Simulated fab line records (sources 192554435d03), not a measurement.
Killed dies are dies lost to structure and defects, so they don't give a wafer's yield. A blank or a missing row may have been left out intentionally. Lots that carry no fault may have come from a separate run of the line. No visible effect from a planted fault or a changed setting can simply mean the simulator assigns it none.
fab line records	flow n5-finfet
record lots=7	wafers=21
route steps=1938 shown WELL_APT@39 FIN_SAQP@130 DUMMY_GATE@223 SPACER0@259 SDB@347
start-h: the number of hours between the record's first day and the start of the first shown wafer of the lot	wait-h: time in hours since the lot's previous step	" the same as in the row above	L1.1+2: a single row standing in for several wafers	- no value present, or no start provided	* or withheld: withheld	< > ~ a bound
route shown NAME@n: NAME is a module with steps in the file, n the number in the route of the first one	usual: average and standard deviation across the fault-free wafers	same: alike in all rows	chamber/n: place in a boat	sites: readings site by site	_std_site: standard deviation across them	_edge_site: the outer-site mean with the inner-site mean subtracted	radius-mm: for every site, how far away it sits from the centre of the wafer	mask NAME#n: copy n	behind: the tool/chamber that last shaped the wafer	hold: why the lot went on hold/how many hours it stayed there/how the hold came to an end	device: whichever transistor did not switch (one of n, p or np)	end of line: at the end of the route, the tests of the same wafers	a step given without rows: its recipe and nothing more	killed: dies lost to structure and defects at the first sort, not the wafer's yield	map: a wafer's dies, x killed, . not, _ none there
set.NAME: the setting that was run; set.NAME@STEP: the one run at that earlier step	model.NAME: the simulator's own value behind a step, which no gauge read
lots where settings were altered on purpose, with a table for each step and a row for each wafer
## steps
# step N5_WELL_APT_EXPOSE_22
# recipe mask-id=PWELL	na=0.8	source-shape=conventional	sigma-outer=0.8	polarization=unpolarized	defocus-nm=0	target-cd-nm=200	dose-mj=23.2
lot.wafer	tool	chamber	start-h	wait-h	mask	set.dose-mj
L074.1+3	krf-scanner-02	0	15.10	-	PWELL#0	23.2
L074.5	"	0	"	"	PWELL#0	24.67
L080.2+6	krf-scanner-02	0	50.66	-	PWELL#0	24.63
L080.5	"	0	"	"	PWELL#0	23.2
L083.1+2+5	krf-scanner-02	0	68.53	-	PWELL#0	23.2
L086.3+4+6	krf-scanner-02	0	87.30	-	PWELL#0	22.22
L091.1+2	krf-scanner-02	0	116.77	-	PWELL#0	23.2
L091.5	"	0	"	"	PWELL#0	21.69
L093.3+5+6	krf-scanner-02	0	129.28	-	PWELL#0	23.2
L097.3+4+6	krf-scanner-02	0	152.66	-	PWELL#0	23.2
# step N5_WELL_APT_PEB_23
# recipe peb-temp-c=130	peb-time-s=90
lot.wafer	tool	chamber	start-h	wait-h	set.peb-temp-c
L074.1+5	litho-track-05	0	15.16	0.1	128.3
L074.3	"	0	"	"	130
L080.2+5+6	litho-track-03	0	50.71	0.0	130
L083.1+2+5	litho-track-03	0	68.58	0.1	130
L086.3+4+6	litho-track-02	0	87.34	0.0	130
L091.1+5	litho-track-05	0	116.83	0.1	130
L091.2	"	0	"	"	133.1
L093.3+5	litho-track-03	0	129.33	0.0	132.3
L093.6	"	0	"	"	130
L097.3+4+6	litho-track-02	0	152.70	0.0	130
# step N5_WELL_APT_DEVELOP_24
# recipe develop-time-s=45	rinse-liquid=surfactant-rinse	dry=air-spin	dev-temp-c=21
# step N5_WELL_APT_HARDBAKE_29
# recipe temp-c=130	time-s=120
# step N5_WELL_APT_CD_MEAS_25
# recipe target-cd-nm=200	landing-energy-ev=500	detector=se-inlens
# usual cd-nm=199.8/1.4
lot.wafer	tool	chamber	start-h	wait-h	set.dose-mj@WELL_APT_EXPOSE_22	set.peb-temp-c@WELL_APT_PEB_23	cd-nm
L074.1	cd-sem-02	0	15.28	-	23.2	128.3	189.9
L074.3	"	0	"	"	23.2	130	199.0
L074.5	"	0	"	"	24.67	128.3	198.9
L080.2	cd-sem-03	0	50.83	-	24.63	130	209.1
L080.5	"	0	"	"	23.2	130	200.4
L080.6	"	0	"	"	24.63	130	209.4
L083.1	cd-sem-01	0	68.70	-	23.2	130	198.5
L083.2	"	0	"	"	23.2	130	199.2
L083.5	"	0	"	"	23.2	130	199.2
L086.3	cd-sem-03	0	87.46	-	22.22	130	191.0
L086.4	"	0	"	"	22.22	130	192.1
L086.6	"	0	"	"	22.22	130	192.6
L091.1	cd-sem-03	0	116.94	-	23.2	130	200.8
L091.2	"	0	"	"	23.2	133.1	215.4
L091.5	"	0	"	"	21.69	130	187.5
L093.3	cd-sem-03	0	129.44	-	23.2	132.3	211.0
L093.5	"	0	"	"	23.2	132.3	210.8
L093.6	"	0	"	"	23.2	130	200.3
L097.3	cd-sem-01	0	152.82	-	23.2	130	199.2
L097.4	"	0	"	"	23.2	130	200.4
L097.6	"	0	"	"	23.2	130	199.8
# step N5_WELL_APT_DESCUM_30
# recipe chemistry=O2	time-s=7.9	source-power-w=50	bias-power-w=20	pressure-mtorr=20	rf-frequency-hz=2.712e+07	temp-c=40	o2-flow-sccm=225
lot.wafer	tool	chamber	start-h	wait-h	set.dose-mj@WELL_APT_EXPOSE_22	set.peb-temp-c@WELL_APT_PEB_23	model.WELL_APT.cd-nm
L074.1	rie-diel-01	1	15.41	0.1	23.2	128.3	189.6
L074.3	"	3	"	"	23.2	130	198.7
L074.5	"	3	"	"	24.67	128.3	199.1
L080.2	rie-diel-01	3	50.91	0.0	24.63	130	209.2
L080.5	"	2	"	"	23.2	130	200.2
L080.6	"	1	"	"	24.63	130	209.6
L083.1	rie-diel-06	1	68.79	0.0	23.2	130	198.5
L083.2	"	3	"	"	23.2	130	199
L083.5	"	0	"	"	23.2	130	199.1
L086.3	rie-diel-03	1	87.55	0.0	22.22	130	191
L086.4	"	0	"	"	22.22	130	191.9
L086.6	"	3	"	"	22.22	130	192.6
L091.1	rie-diel-03	3	117.03	0.0	23.2	130	200.8
L091.2	"	0	"	"	23.2	133.1	215.5
L091.5	"	0	"	"	21.69	130	187.3
L093.3	rie-diel-01	0	129.53	0.0	23.2	132.3	211
L093.5	"	1	"	"	23.2	132.3	210.7
L093.6	"	2	"	"	23.2	130	200.2
L097.3	rie-diel-01	0	152.90	0.0	23.2	130	199
L097.4	"	3	"	"	23.2	130	200.4
L097.6	"	2	"	"	23.2	130	199.7
# step N5_FIN_SAQP_ETCH_65
# recipe chemistry=CF4	target=SiO2	target-depth-a=40	ion-energy-ev=350	time-s=4.4	pressure-mtorr=10	icp-w=800	bias-w=400	cf4-flow-sccm=80
lot.wafer	tool	chamber	start-h	wait-h	set.time-s	model.etch.depth-nm
L074.1	rie-si-05	0	25.17	0.1	4.4	4.02
L074.3	"	1	"	"	4.4	4.067
L074.5	"	3	"	"	4.4	3.976
L080.2	rie-si-05	2	60.42	0.1	4.4	3.898
L080.5	"	3	"	"	3.598	3.263
L080.6	"	2	"	"	4.4	3.872
L083.1	rie-si-04	3	78.82	0.1	5.046	4.547
L083.2	"	0	"	"	4.4	4.03
L083.5	"	1	"	"	4.4	3.994
L086.3	rie-si-05	0	97.75	0.1	4.4	4.007
L086.4	"	3	"	"	4.4	3.98
L086.6	"	2	"	"	4.4	3.892
L091.1	rie-si-03	1	127.19	0.1	4.151	3.918
L091.2	"	3	"	"	4.151	3.732
L091.5	"	0	"	"	4.4	4.079
L093.3	rie-si-03	2	138.90	0.1	4.4	4.124
L093.5	"	0	"	"	4.4	4.068
L093.6	"	3	"	"	4.4	3.953
L097.3	rie-si-03	3	162.77	0.1	4.4	3.947
L097.4	"	0	"	"	4.4	4.017
L097.6	"	1	"	"	4.4	4.111
# step N5_FIN_SAQP_FIN_ETCH_36
# recipe chemistry=HBr/Cl2/O2	target-depth-a=1200	mask-material=SiNx	time-s=50.4	bias-w=102	pressure-mtorr=10	icp-w=800	HBr_flow_sccm=150	Cl2_flow_sccm=80	O2_flow_sccm=12
lot.wafer	tool	chamber	start-h	wait-h	set.icp-w	model.etch.depth-nm	model.FIN_SAQP.feature-depth-nm
L074.1	rie-si-04	1	27.13	0.0	671.5	112.1	112.2
L074.3	"	0	"	"	800	120.9	121
L074.5	"	2	"	"	671.5	111.3	111.4
L080.2	rie-si-04	0	62.27	0.0	800	120.9	121
L080.5	"	1	"	"	681.8	111.1	111.2
L080.6	"	2	"	"	800	120.4	120.4
L083.1	rie-si-04	0	80.55	0.0	800	121.7	121.8
L083.2	"	2	"	"	800	121.5	121.4
L083.5	"	1	"	"	761	117.5	117.6
L086.3	rie-si-05	1	99.47	0.0	800	121.6	121.6
L086.4	"	0	"	"	676.4	110.6	110.6
L086.6	"	0	"	"	800	120.1	120.2
L091.1	rie-si-05	1	129.26	0.0	800	119.2	119.2
L091.2	"	2	"	"	720.4	111.5	111.6
L091.5	"	3	"	"	800	121.1	121
L093.3	rie-si-03	1	140.62	0.0	800	123.9	124
L093.5	"	2	"	"	800	121.6	121.6
L093.6	"	3	"	"	853.2	124.2	124.2
L097.3	rie-si-05	2	164.51	0.0	800	119.7	119.6
L097.4	"	0	"	"	800	122	122
L097.6	"	2	"	"	800	119.1	119.2
# step N5_FIN_SAQP_PRECLEAN_38
# recipe chemistry=O3/DIW	time-s=45	temp-c=22	o3-ppm=10
# step N5_FIN_SAQP_PRECLEAN_45
# recipe chemistry=dHF	time-s=10	dilution=500:1	temp-c=25
# step N5_FIN_SAQP_SRD_39
# recipe dry=ipa-marangoni	time-s=30	temp-c=23	rinse-liquid=diw
# step N5_FIN_SAQP_OCD_MEAS_76
# usual trench-depth-nm=120.1/1.5
lot.wafer	tool	chamber	start-h	wait-h	set.icp-w@FIN_SAQP_FIN_ETCH_36	trench-depth-nm
L074.1	ocd-01	-	27.36	0.0	671.5	112.1
L074.3	"	-	"	"	800	121.2
L074.5	"	-	"	"	671.5	111.0
L080.2	ocd-02	-	62.49	0.0	800	121.5
L080.5	"	-	"	"	681.8	111.3
L080.6	"	-	"	"	800	120.5
L083.1	ocd-02	-	80.77	0.0	800	122.1
L083.2	"	-	"	"	800	121.8
L083.5	"	-	"	"	761	118.0
L086.3	ocd-02	-	99.69	0.0	800	121.2
L086.4	"	-	"	"	676.4	110.8
L086.6	"	-	"	"	800	119.9
L091.1	ocd-02	-	129.48	0.0	800	119.6
L091.2	"	-	"	"	720.4	111.2
L091.5	"	-	"	"	800	121.3
L093.3	ocd-01	-	140.84	0.0	800	123.7
L093.5	"	-	"	"	800	121.8
L093.6	"	-	"	"	853.2	124.3
L097.3	ocd-02	-	164.74	0.0	800	119.7
L097.4	"	-	"	"	800	121.9
L097.6	"	-	"	"	800	119.2
# step N5_DUMMY_GATE_COAT_35
# recipe resist=SiARC	temp-c=220	time-s=60	spin-rpm=1500	resist-thk-nm=10
lot.wafer	tool	chamber	start-h	wait-h	set.spin-rpm	model.SiARC_of_DUMMY_GATE_COAT_35.thk-nm
L074.1+3	litho-track-01	0	-	-	1500	10
L074.5	"	0	"	"	1638	9.6
L080.2+5	litho-track-04	0	-	-	1427	10.2
L080.6	"	0	"	"	1500	10
L083.1+2	litho-track-01	0	-	-	1500	10
L083.5	"	0	"	"	1369	10.4
L086.3+4+6	litho-track-01	0	-	-	1500	10
L091.1	litho-track-01	0	-	-	1360	10.6
L091.2+5	"	0	"	"	1500	10
L093.3+5+6	litho-track-01	0	-	-	1500	10
L097.3+4+6	litho-track-04	0	-	-	1500	10
# step N5_SPACER0_ALD_00
# recipe material=SiOCN	target-thk-a=35	temp-c=400	ald-precursor-family=alkyl-aminosilane	ald-co-reactant=O2/N2-plasma	pulse-time-s=3	purge-time-s=2	co-reactant-purge-time-s=2	ald-cycles=58	pressure-torr=2
lot.wafer	tool	chamber	start-h	wait-h	set.ald-cycles	model.SiOCN_of_SPACER0_ALD_00.thk-nm
L074.1+3	ald-sin-04	3,2	48.06	0.1	65	4
L074.5	"	3	"	"	58	3.6
L080.2	ald-sin-03	0	83.83	0.1	51	3
L080.5+6	"	3,0	"	"	58	3.4
L083.1+5	ald-sin-03	2,3	102.87	0.1	49	3
L083.2	"	0	"	"	58	3.6
L086.3	ald-sin-03	1	120.09	0.1	55	3.2
L086.4+6	"	2	"	"	58	3.4
L091.1	ald-sin-03	3	150.92	0.1	58	3.4
L091.2	"	0	"	"	58	3.6
L091.5	"	0	"	"	50	3
L093.3+5	ald-sin-01	3	163.66	0.1	58	3.4
L093.6	"	2	"	"	51	3
L097.3+4+6	ald-sin-01	2,3,0	188.76	0.1	58	3.4
# step N5_SDB_HM_DEP_00
# recipe material=SiNx	target-thk-a=400	temp-c=400	precursor=SiH4/NH3/N2	pressure-torr=1.5	rf-w=300	time-s=35.3
lot.wafer	tool	chamber	start-h	wait-h	set.time-s	model.SiNx_of_SDB_HM_DEP_00.thk-nm
L074.1	pecvd-04	0	64.77	0.0	32.17	36.2
L074.3	"	2	"	"	35.3	39.8
L074.5	"	2	"	"	35.3	40.4
L080.2	pecvd-04	2	103.16	0.0	35.3	39.8
L080.5	"	2	"	"	35.3	41.2
L080.6	"	1	"	"	35.3	40.4
L083.1	pecvd-04	0	120.93	0.0	31.38	35
L083.2	"	1	"	"	35.3	39.4
L083.5	"	1	"	"	31.38	35.6
L086.3	pecvd-04	2	136.45	0.0	35.3	39.8
L086.4	"	1	"	"	35.3	40.4
L086.6	"	2	"	"	35.3	40
L091.1	pecvd-03	0	170.83	0.2	35.3	40.4
L091.2	"	2	"	"	35.3	40
L091.5	"	1	"	"	32.55	37
L093.3	pecvd-01	1	182.01	0.0	33.33	37.6
L093.5	"	1	"	"	33.33	38.2
L093.6	"	2	"	"	35.3	40.4
L097.3	pecvd-04	2	205.82	0.0	35.3	40.2
L097.4	"	0	"	"	35.3	41.2
L097.6	"	2	"	"	35.3	40.4
# step N5_SDB_COAT_03
# recipe resist=SOC	temp-c=250	time-s=60	spin-rpm=1500	resist-thk-nm=100
lot.wafer	tool	chamber	start-h	wait-h	set.spin-rpm	model.SOC_of_SDB_COAT_03.thk-nm
L074.1	litho-track-01	0	64.85	0.1	1500	100.2
L074.3	"	0	"	"	1406	103.6
L074.5	"	0	"	"	1500	100
L080.2	litho-track-05	0	103.24	0.1	1344	106
L080.5	"	0	"	"	1500	100
L080.6	"	0	"	"	1500	99.8
L083.1	litho-track-03	0	121.01	0.1	1332	106.8
L083.2	"	0	"	"	1332	106.6
L083.5	"	0	"	"	1332	106.4
L086.3	litho-track-03	0	136.53	0.1	1500	99.4
L086.4	"	0	"	"	1500	99.8
L086.6	"	0	"	"	1500	100.2
L091.1	litho-track-05	0	170.92	0.1	1500	100
L091.2	"	0	"	"	1349	105.4
L091.5	"	0	"	"	1500	99.8
L093.3	litho-track-01	0	182.10	0.1	1500	100.2
L093.5	"	0	"	"	1500	99.8
L093.6	"	0	"	"	1500	100
L097.3+4	litho-track-05	0	205.90	0.1	1500	100
L097.6	"	0	"	"	1500	100.2
# step N5_SDB_COAT_04
# recipe resist=SiARC	temp-c=220	time-s=60	spin-rpm=1500	resist-thk-nm=18
# step N5_SDB_COAT_05
# recipe resist=CAR-ArF	spin-rpm=1500	resist-thk-nm=90
# step N5_SDB_DESCUM_16
# recipe chemistry=O2	time-s=7.9	source-power-w=50	bias-power-w=20	pressure-mtorr=20	rf-frequency-hz=2.712e+07	temp-c=40	resist=CAR-ArF	o2-flow-sccm=225
# step N5_SDB_ETCH_17
# recipe chemistry=CF4	target=SiARC	target-depth-a=234	mask-material=CAR-ArF	time-s=39	ion-energy-ev=80	pressure-mtorr=40	source-w=545	bias-w=36	Ar_flow_sccm=100	cf4-flow-sccm=100	ends=cleared
# step N5_SDB_ETCH_18
# recipe chemistry=N2/H2	target=SOC	target-depth-a=1000	overetch-a=200	mask-material=SiARC	temp-c=40	time-s=150	ion-energy-ev=200	pressure-mtorr=30	source-w=840	bias-w=150	n2-flow-sccm=200	h2-flow-sccm=200
lot.wafer	tool	chamber	start-h	wait-h	set.spin-rpm@SDB_COAT_03	model.etch.depth-nm
L074.1	rie-diel-03	3	65.25	0.0	1500	100.2
L074.3	"	0	"	"	1406	103.6
L074.5	"	3	"	"	1500	99.97
L080.2	rie-diel-06	1	103.64	0.0	1344	106.1
L080.5	"	2	"	"	1500	99.99
L080.6	"	3	"	"	1500	99.87
L083.1	rie-diel-06	3	121.73	0.0	1332	106.7
L083.2	"	2	"	"	1332	106.5
L083.5	"	1	"	"	1332	106.4
L086.3	rie-diel-06	1	137.06	0.0	1500	99.48
L086.4	"	3	"	"	1500	99.83
L086.6	"	0	"	"	1500	100.1
L091.1	rie-diel-01	3	171.42	0.0	1500	100
L091.2	"	2	"	"	1349	105.4
L091.5	"	2	"	"	1500	99.86
L093.3	rie-diel-03	1	182.68	0.0	1500	100.3
L093.5	"	0	"	"	1500	99.85
L093.6	"	1	"	"	1500	100.1
L097.3	rie-diel-03	0	206.43	0.0	1500	100
L097.4	"	0	"	"	1500	99.93
L097.6	"	3	"	"	1500	100.3
# step N5_SDB_STRIP_19
# recipe chemistry=N2/H2	temp-c=40	n2-flow-sccm=200	h2-flow-sccm=200	rf-frequency-hz=6e+07
# step N5_SDB_STRIP_21
# recipe chemistry=CF4	resist=SiARC	power-w=300	bias-power-w=75	pressure-mtorr=50	cf4-flow-sccm=150	rf-frequency-hz=6e+07
# step N5_SDB_HM_OPEN_20
# recipe chemistry=CH3F/O2	target=SiNx	mask-material=SOC	target-depth-a=240	stop-on=poly-Si	over-etch-frac=0.4	ion-energy-ev=120	pressure-mtorr=30	source-w=395	bias-w=73	Ar_flow_sccm=150	CH3F_flow_sccm=30	O2_flow_sccm=20
lot.wafer	tool	chamber	start-h	wait-h	set.time-s@SDB_HM_DEP_00	model.etch.depth-nm
L074.1	rie-diel-03	3	65.41	0.0	32.17	20.26
L074.3	"	0	"	"	35.3	23.86
L074.5	"	3	"	"	35.3	24.5
L080.2	rie-diel-06	1	103.80	0.0	35.3	23.85
L080.5	"	2	"	"	35.3	25.12
L080.6	"	3	"	"	35.3	24.33
L083.1	rie-diel-06	3	121.88	0.0	31.38	18.91
L083.2	"	2	"	"	35.3	23.38
L083.5	"	1	"	"	31.38	19.51
L086.3	rie-diel-06	1	137.21	0.0	35.3	23.86
L086.4	"	3	"	"	35.3	24.45
L086.6	"	0	"	"	35.3	24.08
L091.1	rie-diel-01	3	171.58	0.0	35.3	24.38
L091.2	"	2	"	"	35.3	24.08
L091.5	"	2	"	"	32.55	21.07
L093.3	rie-diel-03	1	182.84	0.0	33.33	21.6
L093.5	"	0	"	"	33.33	22.18
L093.6	"	1	"	"	35.3	24.46
L097.3	rie-diel-03	0	206.59	0.0	35.3	24.17
L097.4	"	0	"	"	35.3	25.15
L097.6	"	3	"	"	35.3	24.5
# step N5_SDB_STRIP_22
# recipe chemistry=N2/H2	power-w=1000	temp-c=250	h2-frac=0.65	overash-fraction=0.3	pressure-mtorr=withheld	n2-flow-sccm=1750	h2-flow-sccm=3250
# usual strip-time-to-endpoint-s=96.3/0.38
lot.wafer	tool	chamber	start-h	wait-h	set.spin-rpm@SDB_COAT_03	strip-time-to-endpoint-s
L074.1	plasma-asher-01	0	65.49	0.1	1500	96.5
L074.3	"	0	"	"	1406	99.6
L074.5	"	0	"	"	1500	96.2
L080.2	plasma-asher-02	0	103.88	0.1	1344	101.8
L080.5	"	0	"	"	1500	95.6
L080.6	"	1	"	"	1500	96.4
L083.1	plasma-asher-01	1	121.96	0.1	1332	102.9
L083.2	"	0	"	"	1332	101.9
L083.5	"	1	"	"	1332	102.0
L086.3	plasma-asher-02	1	137.34	0.1	1500	95.4
L086.4	"	0	"	"	1500	96.5
L086.6	"	0	"	"	1500	96.1
L091.1	plasma-asher-01	0	171.66	0.1	1500	96.2
L091.2	"	1	"	"	1349	101.6
L091.5	"	0	"	"	1500	96.5
L093.3	plasma-asher-02	0	182.96	0.1	1500	96.1
L093.5	"	0	"	"	1500	96.2
L093.6	"	1	"	"	1500	96.0
L097.3	plasma-asher-01	0	206.71	0.1	1500	96.4
L097.4	"	1	"	"	1500	96.1
L097.6	"	1	"	"	1500	96.4
# step N5_SDB_PRECLEAN_23
# recipe chemistry=dHF	time-s=30	temp-c=25	dilution=withheld
# step N5_SDB_DUMMY_REMOVE_24
# recipe chemistry=TMAH	temp-c=70	target=poly-Si	stop-on=SiO2	target-depth-nm=142	conc-wt-pct=5	time-s=57	dry=ipa-marangoni	rinse-time-s=30	rinse-temp-c=23
# step N5_SDB_ETCH_25
# recipe chemistry=C4F6/O2	target=SiO2	target-depth-a=100	time-s=3.3	ion-energy-ev=250	mask-material=SiNx	pressure-mtorr=30	source-w=345	bias-w=185	Ar_flow_sccm=300	C4F6_flow_sccm=10	O2_flow_sccm=10
# step N5_SDB_CUT_ETCH_26
# recipe chemistry=HBr/Cl2/O2	target=Si	target-depth-a=1296	bt-time-s=20	mask-material=SiNx	time-s=51.8	ion-energy-ev=*	bias-w=*	pressure-mtorr=10	icp-w=800	HBr_flow_sccm=150	Cl2_flow_sccm=80	O2_flow_sccm=12
lot.wafer	tool	chamber	start-h	wait-h	set.time-s@SDB_HM_DEP_00	model.SiNx_of_SDB_HM_DEP_00.thk-nm
L074.1	rie-si-03	3	65.80	0.1	32.17	18.4
L074.3	"	2	"	"	35.3	21.8
L074.5	"	1	"	"	35.3	22.4
L080.2	rie-si-03	1	104.18	0.1	35.3	21.6
L080.5	"	1	"	"	35.3	23
L080.6	"	2	"	"	35.3	22.2
L083.1	rie-si-04	1	122.27	0.1	31.38	17
L083.2	"	0	"	"	35.3	21.4
L083.5	"	0	"	"	31.38	17.6
L086.3	rie-si-03	1	137.60	0.1	35.3	21.6
L086.4	"	3	"	"	35.3	22.6
L086.6	"	1	"	"	35.3	21.8
L091.1	rie-si-03	2	172.19	0.1	35.3	22.2
L091.2	"	0	"	"	35.3	22.4
L091.5	"	1	"	"	32.55	19
L093.3	rie-si-04	3	183.50	0.1	33.33	19.8
L093.5	"	0	"	"	33.33	20.2
L093.6	"	3	"	"	35.3	22.4
L097.3	rie-si-05	3	206.97	0.1	35.3	21.6
L097.4	"	0	"	"	35.3	23.2
L097.6	"	0	"	"	35.3	22.4
## key
split step=N5_WELL_APT_EXPOSE_22	setting=dose-mj	stated=23.2	by=wafer
response step=N5_WELL_APT_CD_MEAS_25	reading=cd-nm	slope=+1.6	per=1%	together-with=peb-temp-c@WELL_APT_PEB_23	explained=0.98
response step=N5_WELL_APT_DESCUM_30	reading=model.WELL_APT.cd-nm	slope=+1.66	per=1%	together-with=peb-temp-c@WELL_APT_PEB_23	explained=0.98
split step=N5_WELL_APT_PEB_23	setting=peb-temp-c	stated=130	by=wafer
response step=N5_WELL_APT_CD_MEAS_25	reading=cd-nm	slope=+6.61	per=1%	together-with=dose-mj@WELL_APT_EXPOSE_22	explained=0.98
response step=N5_WELL_APT_DESCUM_30	reading=model.WELL_APT.cd-nm	slope=+6.6	per=1%	together-with=dose-mj@WELL_APT_EXPOSE_22	explained=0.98
split step=N5_FIN_SAQP_ETCH_65	setting=time-s	stated=4.4	by=wafer
response step=N5_FIN_SAQP_ETCH_65	reading=model.etch.depth-nm	change=+0.0356	per=1%	r=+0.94
split step=N5_FIN_SAQP_FIN_ETCH_36	setting=icp-w	stated=800	by=wafer
response step=N5_FIN_SAQP_FIN_ETCH_36	reading=model.etch.depth-nm	change=+0.638	per=1%	r=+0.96
response step=N5_FIN_SAQP_FIN_ETCH_36	reading=model.FIN_SAQP.feature-depth-nm	change=+0.636	per=1%	r=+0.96
response step=N5_FIN_SAQP_OCD_MEAS_76	reading=trench-depth-nm	change=+0.647	per=1%	r=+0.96
split step=N5_DUMMY_GATE_COAT_35	setting=spin-rpm	stated=1500	by=wafer
response step=N5_DUMMY_GATE_COAT_35	reading=model.SiARC_of_DUMMY_GATE_COAT_35.thk-nm	change=-0.0506	per=1%	r=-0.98
split step=N5_SPACER0_ALD_00	setting=ald-cycles	stated=58	by=wafer
response step=N5_SPACER0_ALD_00	reading=model.SiOCN_of_SPACER0_ALD_00.thk-nm	change=+0.0355	per=1%	r=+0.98
split step=N5_SDB_HM_DEP_00	setting=time-s	stated=35.3	by=wafer
response step=N5_SDB_HM_DEP_00	reading=model.SiNx_of_SDB_HM_DEP_00.thk-nm	change=+0.405	per=1%	r=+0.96
response step=N5_SDB_HM_OPEN_20	reading=model.etch.depth-nm	change=+0.408	per=1%	r=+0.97
response step=N5_SDB_CUT_ETCH_26	reading=model.SiNx_of_SDB_HM_DEP_00.thk-nm	change=+0.4	per=1%	r=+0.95
split step=N5_SDB_COAT_03	setting=spin-rpm	stated=1500	by=wafer
response step=N5_SDB_COAT_03	reading=model.SOC_of_SDB_COAT_03.thk-nm	change=-0.566	per=1%	r=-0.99
response step=N5_SDB_ETCH_18	reading=model.etch.depth-nm	change=-0.566	per=1%	r=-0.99
response step=N5_SDB_STRIP_22	reading=strip-time-to-endpoint-s	change=*	per=1%	r=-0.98
